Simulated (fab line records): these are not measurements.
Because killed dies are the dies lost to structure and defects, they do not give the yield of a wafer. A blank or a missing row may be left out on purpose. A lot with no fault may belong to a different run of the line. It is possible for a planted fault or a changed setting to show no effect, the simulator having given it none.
Matching of chambers | flow nand_harc | NHARC_A_STAIRCASE_CMP_472 on cmp-02 has 4 sister chambers
The step polishes SiO2. 4 wafers are shown with their chamber, then 7 later ones without.

== WAFERS PAIRED WITH THEIR CHAMBERS ==
wafer  | chamber | motor_current_A (A)
L816.4 | 1       | 13.6
L822.2 | 3       | 12.7
L827.1 | 2       | 11.7
L827.4 | 0       | 15.0

== WAFERS WITH NO CHAMBER GIVEN ==
wafer  | motor_current_A (A)
L827.5 | 15.1
L829.2 | 12.2
L829.4 | 14.3
L829.5 | 15.1
L831.2 | 12.2
L831.4 | 12.8
L831.5 | 12.4

== CHAMBER TAKEN BY EACH ==
wafer  | from the rows above     | in truth
L827.5 | 0                       | 0
L829.2 | can't be placed: 2 or 3 | 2
L829.4 | can't be placed: 0 or 1 | 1
L829.5 | 0                       | 0
L831.2 | can't be placed: 2 or 3 | 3
L831.4 | can't be placed: 3 or 1 | 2
L831.5 | can't be placed: 3 or 2 | 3
2 of 7 placed correctly. Unplaceable from these rows: 5, with the true chamber sitting among the candidates in 4. Placed wrongly: 0.
How it was worked out, from the rows above alone: a wafer's distance from a chamber is the root of the sum, over the readings, of the square of ((its reading less the chamber's mean) divided by the reading's scatter). The wafer belongs to the nearest chamber; if the next one is less than 2 further off, it can't be placed. For every chamber, the mean is computed from those of its wafers that are shown. The scatter (one wafer shown for each chamber): square how far every hidden wafer sits from the nearest shown wafer, average those squares and take the square root.
